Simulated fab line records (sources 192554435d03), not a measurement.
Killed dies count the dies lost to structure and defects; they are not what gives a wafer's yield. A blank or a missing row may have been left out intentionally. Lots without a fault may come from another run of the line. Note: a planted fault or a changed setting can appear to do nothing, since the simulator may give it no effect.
A lot that was struck, set against a sound lot    flow n5_finfet    41 steps out of a route of 1938
Sound: these wafers, L672.2, L672.3, L672.6. Struck: wafer L682.3. (L682.2, L682.5 of the same lot were not struck and are left out.) The cause comes at the end.
For every step that has rows: the tool of each side, followed by ch and its chambers, followed by its first start. Under that, the readings that differ: sound wafers    struck wafers    difference of the means    sigmas: that difference in standard deviations of wafers without a fault.
alike: a reading whose means differ by less than 2 such deviations, as well as words and numbers matching on both sides. not compared: withheld readings; readings where some wafer has no value; bounds like >300 that might hide an equal value; numbers whose values overlap and for which the record gives no deviation.
A row with sigmas, a row that says differs or no value, or rows on one side alone: a step with any of these is where the two part. Non-overlapping numbers with no deviation appear without sigmas and do not part them. A reading missing from all wafers of one side parts the sides only when that side holds two or more wafers.

first, 11 steps without rows for these wafers: N5_BEOL_M2_DESCUM_33 (chemistry O2, time 7 s); N5_BEOL_M2_ETCH_77 (etches underlayer in N2/H2, target depth 6.5 nm, time 5.2 s); N5_BEOL_M2_ETCH_69 (etches SiARC in CF4, target depth 15.6 nm, time 26 s); N5_BEOL_M2_ALD_98 (deposits SiO2, target thk 2.5 nm, pulse time 1 s, co reactant pulse time 1 s); N5_BEOL_M2_ETCHBACK_99 (etches SiO2 in CHF3, target depth 5 nm, time 10.4 s); N5_BEOL_M2_ETCH_70 (etches SOC in N2/H2, target depth 80 nm, overetch 24 nm, time 130 s); N5_BEOL_M2_STRIP_71 (strips in N2/H2); N5_BEOL_M2_STRIP_78 (strips in N2/H2); N5_BEOL_M2_VIA_ETCH_34 (etches the open film in C4F6/O2, target depth 69.4 nm, time 65.9 s); N5_BEOL_M2_STRIP_83 (strips in C4F6/O2); N5_BEOL_M2_STRIP_36 (strips in N2/H2).
N5_BEOL_M2_TRENCH_ETCH_37: etches SiOC in C4F6/O2, target depth 55.555 nm, time 29.2 s.
  sound on rie_diel-01 ch 0,2, day 7 19:26; struck on rie_diel-01 ch 1, day 10 08:28
reading                              sound              struck  difference  sigmas
model.etch.depth_nm (nm)             56.91 55.84 56.62  53.95   -2.51       
model.BEOL_M2.feature_depth_nm (nm)  57 55.8 56.6       54      -2          
  alike: drypump_motor_current_A, oes_product_au, rf_vpp_V, showerhead_plenum_p_Torr, throttle_valve_pct
  not compared: rf_hours_counter_h
then, 27 steps without rows for these wafers: N5_BEOL_M2_ETCH_41 (etches SiCN in CH3F/O2, target depth 29.9 nm, time 52.5 s); N5_BEOL_M2_STRIP_97 (strips in N2/H2, time 10 s); N5_BEOL_M2_HM_STRIP_39 (strips TiN in peroxide tin strip, target depth 25 nm, time 158 s); N5_BEOL_M2_SRD_40 (time 30 s); N5_BEOL_M2_PRECLEAN_42 (cleans in residue remover, time 60 s); N5_BEOL_M2_SRD_43 (time 30 s); N5_BEOL_M2_DEGAS_44 (time 60 s); N5_BEOL_M2_PRE_CLEAN_45 (time 30 s); N5_BEOL_M2_ALD_84 (deposits TaN, pulse time 2 s, purge time 3 s, co reactant purge time 2 s); N5_BEOL_M2_SURFACE_TREAT_85; N5_BEOL_M2_CVD_47 (deposits Co from CCTBA/H2, target thk 3 nm, time 223.8 s); N5_BEOL_M2_SPUTTER_48 (material Cu, target thk 4.5 nm, time 8.29 s); N5_BEOL_M2_ANNEAL_49 (time 240 s); N5_BEOL_M2_SPUTTER_79 (material Cu, target thk 4.5 nm, time 8.29 s); N5_BEOL_M2_ANNEAL_80 (time 240 s); N5_BEOL_M2_SPUTTER_81 (material Cu, target thk 4.5 nm, time 8.29 s); N5_BEOL_M2_ANNEAL_82 (time 240 s); N5_BEOL_M2_SPUTTER_86 (material Cu, target thk 4.5 nm, time 8.29 s); N5_BEOL_M2_ANNEAL_87 (time 240 s); N5_BEOL_M2_SPUTTER_88 (material Cu, target thk 4.5 nm, time 8.29 s); N5_BEOL_M2_ANNEAL_89 (time 240 s); N5_BEOL_M2_SPUTTER_90 (material Cu, target thk 4.5 nm, time 8.29 s); N5_BEOL_M2_ANNEAL_91 (time 240 s); N5_BEOL_M2_SPUTTER_92 (material Cu, target thk 4.5 nm, time 8.29 s); N5_BEOL_M2_ANNEAL_93 (time 240 s); N5_BEOL_M2_SPUTTER_94 (material Cu, target thk 4.5 nm, time 8.29 s); N5_BEOL_M2_ANNEAL_95 (time 240 s).
N5_BEOL_M2_CMP_52: polishes, stops on SiOC, t overpolish 6.8 s, target thk 40 nm.
  sound on cmp-03 ch 0,2, day 7 23:58; struck on cmp-01 ch 0, day 10 12:08
reading                                 sound         struck  difference  sigmas
time_to_endpoint_s (s)                  64 60 64      53      -10         -2
model.Cu_of_BEOL_M2_ECD_50.thk_nm (nm)  42.2 39 40.2  34.8    -5.7        
  alike: barrier_field_endpoint_s, clearing_platen_down_force_psi, motor_current_A, overpolish_run_s
N5_BEOL_M4_RC_MEAS_101:
  sound on prober-02 ch 0, day 9 04:14; struck on prober-01 ch 0, day 11 16:01
reading         sound           struck  difference  sigmas
DIBL_N (mV/V)   34.4 37.3 33.8  40.6    +5.4        +3
DIBL_P (mV/V)   33.5 36.8 32.4  41.0    +6.8        +3
IOFF_N (nA/um)  0.13 0.20 0.13  0.24    +0.09       +2
IOFF_P (nA/um)  0.19 0.25 0.18  0.29    +0.08       +2
SS_N (mV/dec)   71.5 71.6 70.0  72.9    +1.9        +3
  alike: ION_N, ION_P, SS_P, VT_N, VT_P

## WHERE THEY PART
First at N5_BEOL_M2_CMP_52; last, within this record, at N5_BEOL_M4_RC_MEAS_101.

WHY: whatever the simulator had introduced
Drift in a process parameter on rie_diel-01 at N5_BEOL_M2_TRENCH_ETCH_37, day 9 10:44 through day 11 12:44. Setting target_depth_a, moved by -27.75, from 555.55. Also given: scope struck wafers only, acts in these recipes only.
